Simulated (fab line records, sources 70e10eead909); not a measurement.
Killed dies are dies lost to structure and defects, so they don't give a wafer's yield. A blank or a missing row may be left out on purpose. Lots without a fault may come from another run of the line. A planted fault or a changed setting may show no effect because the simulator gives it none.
fab line records | flow nand_harc
record lots=12 wafers=36 last_day=24
route steps=1159 shown A_M1@1047 A_BONDPAD@1060
lots that met no fault: from a run of the same line without faults
start_h: hours from the record's first day to the start of the lot's first wafer shown | wait_h: hours since the lot's step before | " the same as in the row above | L1.1+2: a row that stands for several wafers | - no value, or no start given | * or withheld: withheld | < > ~ a bound
route shown NAME@n: a module of which the file shows steps, and the number in the route of the first | usual: mean/standard deviation of fault-free wafers | same: alike in all rows | chamber/n: place in a boat | sites: the reading at each site | _std_site: their standard deviation | _edge_site: outer sites' mean less inner sites' | radius_mm: how far each site lies from the wafer's centre | mask NAME#n: copy n | behind: the tool/chamber that last shaped the wafer | hold: why the lot was held/for how many hours/how that ended | device: the transistor (n, p or np) that didn't switch | end of line: the same wafers' tests at the end of the route | a step without rows: its recipe alone | killed: dies lost to structure and defects at the first sort, not the wafer's yield | map: a wafer's dies, x killed, . not, _ none there
set.NAME: the setting as run; set.NAME@STEP: as run at that earlier step | model.NAME: the simulator's own value behind a step, which no gauge read
steps of the route over a sample of lots; a table a step, a row a wafer
services: from which hour (start_h, from the record's first day; less than 0 if before it) a tool's chamber was out of use, for how many hours, and why
## steps
# step NHARC_A_M1_PRE_CLEAN_30
# recipe time_s=30 temp_c=280 gas=H2/He
# usual heater_power_w=407/45
# columns lot.wafer tool chamber start_h wait_h heater_power_w
L934.1 pvd_sputter-03 - - - 421
L934.3 " - " " 441
L934.6 " - " " 465
L935.3 pvd_sputter-02 - - - 390
L935.2 " - " " 370
L935.5 " - " " 446
L936.1 pvd_sputter-01 - - - 385
L936.3 " - " " 426
L936.5 " - " " 378
L939.1 pvd_sputter-01 - - - 365
L939.5 " - " " 369
L939.6 " - " " 347
L940.4 pvd_sputter-03 - - - 532
L940.6 " - " " 457
L940.5 " - " " 409
L941.4 pvd_sputter-02 - - - 366
L941.3 " - " " 390
L941.6 " - " " 367
L944.1 pvd_sputter-02 - - - 439
L944.3 " - " " 387
L944.5 " - " " 387
L953.1 pvd_sputter-03 - - - 448
L953.3 " - " " 428
L953.5 " - " " 510
L951.2 pvd_sputter-03 - - - 501
L951.1 " - " " 386
L951.6 " - " " 517
L956.2 pvd_sputter-02 - - - 440
L956.3 " - " " 382
L956.6 " - " " 385
L954.4 pvd_sputter-03 - - - 436
L954.2 " - " " 523
L954.3 " - " " 398
L955.3 pvd_sputter-02 - - - 381
L955.1 " - " " 374
L955.4 " - " " 434
# step NHARC_A_M1_ECD_22
# recipe target_thk_a=4000 bath_temp_c=25 material=Cu
# columns lot.wafer tool chamber start_h wait_h
L934.1+3+6 ecd_cu-01 1,1,0 407.74 -
L935.2+3+5 ecd_cu-02 1,0,1 408.34 -
L936.1+3+5 ecd_cu-02 0,0,1 413.34 -
L939.1+5+6 ecd_cu-02 0,1,0 449.40 -
L940.4+6+5 ecd_cu-02 1,0,1 450.18 -
L941.3+4+6 ecd_cu-02 1,0,1 457.40 -
L944.1+3+5 ecd_cu-01 0,0,1 466.14 -
L953.1+3+5 ecd_cu-01 1,1,0 517.10 -
L951.1+2+6 ecd_cu-02 0,1,1 525.19 -
L956.2+3+6 ecd_cu-01 1,0,0 536.56 -
L954.2+3+4 ecd_cu-01 0,0,1 539.11 -
L955.1+4+3 ecd_cu-02 1,0,1 541.06 -
# step NHARC_A_M1_CMP_23
# recipe t_overpolish_s=20 target_thk_nm=154.34
# usual motor_current_A=12.1/1 time_to_endpoint_s=29.3/2
# columns lot.wafer tool chamber start_h wait_h motor_current_A time_to_endpoint_s
L934.3 cmp-02 2 408.41 - 12.2 28.2
L934.1 " 1 " " 11.1 28.6
L934.6 " 2 " " 11.5 29.5
L935.2 cmp-03 2 409.10 - 13.7 28.3
L935.3 " 3 " " 12.7 25.6
L935.5 " 2 " " 13.5 28.2
L936.3 cmp-02 3 414.11 - 11.9 32.8
L936.1 " 1 " " 11.4 28.0
L936.5 " 3 " " 12.6 31.1
L939.1 cmp-02 3 450.12 - 12.8 35.4
L939.6 " 1 " " 11.2 33.1
L939.5 " 2 " " 12.7 32.1
L940.4 cmp-02 1 450.76 - 11.8 29.8
L940.5 " 1 " " 11.9 30.2
L940.6 " 2 " " 11.8 12.0
L941.4 cmp-03 0 458.05 - 11.2 11.2
L941.3 " 2 " " 13.9 26.0
L941.6 " 3 " " 12.0 27.3
L944.1 cmp-03 2 466.82 - 13.9 27.7
L944.3 " 3 " " 12.0 29.4
L944.5 " 3 " " 11.8 30.4
L953.1 cmp-01 0 518.11 - 10.8 27.7
L953.3 " 1 " " 11.6 29.6
L953.5 " 3 " " 13.4 27.8
L951.2 cmp-01 3 525.94 - 13.2 29.1
L951.1 " 1 " " 11.1 27.9
L951.6 " 2 " " 10.7 27.5
L956.2 cmp-01 1 537.33 - 11.1 28.8
L956.3 " 2 " " 11.1 27.7
L956.6 " 3 " " 13.2 30.1
L954.4 cmp-03 0 539.83 - 11.2 29.5
L954.3 " 2 " " 13.4 28.9
L954.2 " 3 " " 11.9 27.9
L955.1 cmp-02 3 541.74 - 11.6 34.5
L955.4 " 1 " " 12.0 28.0
L955.3 " 2 " " 12.4 31.7
# step NHARC_A_M1_DEP_33
# recipe target_thk_a=300 temp_c=370 target_thk_nm=30 pressure_torr=3 flow_sccm=200 rf_w=450 material=SiCN
# usual heater_power_w=599/63 rf_fwd_power_W=449.1/1.2
# columns lot.wafer tool chamber start_h wait_h heater_power_w rf_fwd_power_W
L934.1 pecvd-01 2 409.08 0.1 667 450.3
L934.3 " 0 " " 477 449.7
L934.6 " 1 " " 530 448.8
L935.3 pecvd-03 2 409.97 0.1 693 448.7
L935.2 " 0 " " 437 452.3
L935.5 " 2 " " 698 450.6
L936.3 pecvd-04 0 414.74 0.1 634 449.2
L936.1 " 1 " " 612 448.9
L936.5 " 0 " " 633 449.4
L939.1 pecvd-01 2 450.72 0.1 648 450.3
L939.5 " 1 " " 601 449.2
L939.6 " 2 " " 646 449.5
L940.4 pecvd-03 0 451.51 0.2 501 448.4
L940.6 " 1 " " 632 448.5
L940.5 " 2 " " 751 449.0
L941.3 pecvd-03 0 458.72 0.1 442 447.8
L941.6 " 2 " " 707 448.9
L941.4 " 0 " " 439 448.9
L944.1 pecvd-01 2 467.48 0.1 646 449.0
L944.3 " 0 " " 616 449.4
L944.5 " 1 " " 562 451.0
L953.3 pecvd-01 1 518.92 0.1 526 452.0
L953.1 " 2 " " 638 449.0
L953.5 " 2 " " 641 447.3
L951.1 pecvd-01 1 526.54 0.1 582 449.5
L951.2 " 2 " " 628 450.4
L951.6 " 1 " " 591 449.5
L956.3 pecvd-01 2 537.93 0.1 659 448.5
L956.2 " 0 " " 560 448.7
L956.6 " 1 " " 577 449.1
L954.3 pecvd-04 1 540.52 0.1 694 448.5
L954.2 " 2 " " 635 449.1
L954.4 " 0 " " 606 446.4
L955.3 pecvd-01 1 542.41 0.1 598 448.2
L955.1 " 2 " " 593 447.7
L955.4 " 2 " " 602 449.5
# step NHARC_A_BONDPAD_CMP_29
# recipe target_thk_nm=200 material=SiCN
# usual motor_current_A=12.1/1.3
# columns lot.wafer tool chamber start_h wait_h motor_current_A
L934.3 cmp-04 2 410.03 - 14.5
L934.1 " 3 " " 10.5
L934.6 " 2 " " 14.7
L935.3 cmp-03 3 410.89 - 11.6
L935.2 " 1 " " 11.5
L935.5 " 0 " " 11.7
L936.3 cmp-04 3 415.69 - 10.9
L936.1 " 1 " " 11.6
L936.5 " 2 " " 13.8
L939.1 cmp-04 3 451.71 - 10.9
L939.5 " 0 " " 13.8
L939.6 " 1 " " 11.3
L940.4 cmp-04 0 452.41 - 13.6
L940.5 " 1 " " 10.8
L940.6 " 2 " " 14.8
L941.4 cmp-04 1 459.59 - 11.0
L941.3 " 3 " " 11.0
L941.6 " 2 " " 14.6
L944.1 cmp-01 2 468.42 - 10.8
L944.3 " 0 " " 11.0
L944.5 " 2 " " 11.0
L953.3 cmp-04 1 520.01 - 11.3
L953.1 " 0 " " 13.1
L953.5 " 2 " " 13.6
L951.2 cmp-01 0 527.51 - 11.1
L951.1 " 2 " " 10.8
L951.6 " 3 " " 13.0
L956.3 cmp-01 2 538.87 - 11.2
L956.2 " 0 " " 11.4
L956.6 " 2 " " 11.0
L954.3 cmp-03 1 541.46 - 10.9
L954.2 " 2 " " 13.5
L954.4 " 3 " " 12.3
L955.4 cmp-01 3 543.35 - 13.3
L955.3 " 0 " " 12.1
L955.1 " 1 " " 11.3
## services
# columns tool chamber start_h hours kind
cmp-01 - 387.49 44.4 repair
pvd_sputter-02 - 392.05 10.0 pm
cmp-04 - 399.00 4.0 pm
pecvd-01 - 418.26 13.0 pm
cmp-02 - 422.62 4.0 pm
cmp-04 - 424.51 1.5 repair
cmp-03 - 433.16 0.2 repair
ecd_cu-01 - 436.18 2.2 repair
pvd_sputter-03 - 436.57 2.1 repair
cmp-02 - 441.49 0.4 repair
cmp-04 - 446.26 0.6 repair
ecd_cu-01 - 448.00 8.0 pm
cmp-01 - 449.32 4.0 repair
cmp-03 - 450.06 4.0 pm
pvd_sputter-03 - 450.87 2.6 repair
cmp-01 - 453.65 1.5 repair
pvd_sputter-03 - 458.00 10.0 pm
cmp-01 - 473.53 4.0 pm
cmp-04 - 497.04 4.0 pm
cmp-04 - 514.07 4.3 repair
pvd_sputter-02 - 517.48 4.4 repair
cmp-02 - 520.58 0.3 repair
ecd_cu-02 - 532.15 8.0 pm
cmp-04 - 543.27 0.8 repair
## key
first_sign step=NHARC_A_M1_CMP_23 reading=time_to_endpoint_s direction=down sigmas=8.7 usual=* struck=*
effect none on later readings
met_at NHARC_A_M1_ECD_22
struck_lots L940,L941
struck_wafers L940.6,L941.4
not_acting_at NHARC_A_M1_PRE_CLEAN_30,NHARC_A_M1_DEP_33,NHARC_A_BONDPAD_CMP_29
onset_between 449.40 450.18
fault kind=process_parameter_drift tool=ecd_cu-02 chamber=0 onset_h=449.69 steps=NHARC_A_M1_ECD_22 channel=target_thk_a offset=* shape=step end_h=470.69 acts_in=* stated=*
